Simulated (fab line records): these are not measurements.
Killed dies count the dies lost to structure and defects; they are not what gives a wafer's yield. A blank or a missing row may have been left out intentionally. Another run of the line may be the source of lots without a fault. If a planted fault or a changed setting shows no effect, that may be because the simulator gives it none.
Chamber matching | flow n5-finfet | N5_WELL_APT_DESCUM_13 on rie-diel-06: 4 sister chambers
The step chemistry O2, time 7.9 s. 8 wafers are shown with their chamber, then 12 later ones without.

WAFERS WITH THEIR CHAMBER
wafer  | chamber | throttle-valve-pct (%) | drypump-motor-current-A (A)
L081.1 | 2       | 20.57                  | 5.4
L085.4 | 1       | 20.26                  | 5.4
L086.1 | 0       | 20.46                  | 6.5
L086.5 | 0       | 20.47                  | 6.5
L086.6 | 3       | 20.85                  | 5.6
L087.1 | 2       | 20.58                  | 5.3
L087.3 | 3       | 20.87                  | 5.5
L087.6 | 1       | 20.26                  | 5.5

WAFERS MISSING THEIR CHAMBER
wafer  | throttle-valve-pct (%) | drypump-motor-current-A (A)
L088.1 | 20.87                  | 5.5
L088.5 | 20.27                  | 5.5
L088.6 | 20.60                  | 5.4
L094.1 | 20.51                  | 6.5
L094.5 | 20.48                  | 6.5
L094.6 | 20.59                  | 5.4
L096.1 | 20.45                  | 5.5
L096.2 | 20.50                  | 6.5
L096.4 | 20.61                  | 5.4
L097.2 | 19.85                  | 5.5
L097.3 | 20.45                  | 5.5
L097.5 | 19.88                  | 5.5

THE CHAMBER EACH PASSED THROUGH
wafer  | from the rows above     | in truth
L088.1 | 3                       | 3
L088.5 | 1                       | 1
L088.6 | 2                       | 2
L094.1 | 0                       | 0
L094.5 | 0                       | 0
L094.6 | 2                       | 2
L096.1 | can't be placed: 2 or 0 | 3
L096.2 | 0                       | 0
L096.4 | 2                       | 2
L097.2 | 1                       | 1
L097.3 | can't be placed: 2 or 0 | 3
L097.5 | 1                       | 1
Correct placement for 10 of the 12. Cannot be placed on the basis of these rows: 2; the candidates contain the true chamber in 0. 0 placed wrongly.
How it was worked out, from the rows above alone: a wafer's distance from a chamber is the root of the sum, over the readings, of the square of ((its reading less the chamber's mean) divided by the reading's scatter). If the next closest chamber is less than 2 further off than the closest, the wafer can't be placed; otherwise it belongs to the closest. For every chamber, the mean is computed from those of its wafers that are shown. The scatter is the square root of a quotient: the sum, over the shown wafers, of each reading's squared deviation from its chamber's mean, divided by wafers minus chambers.
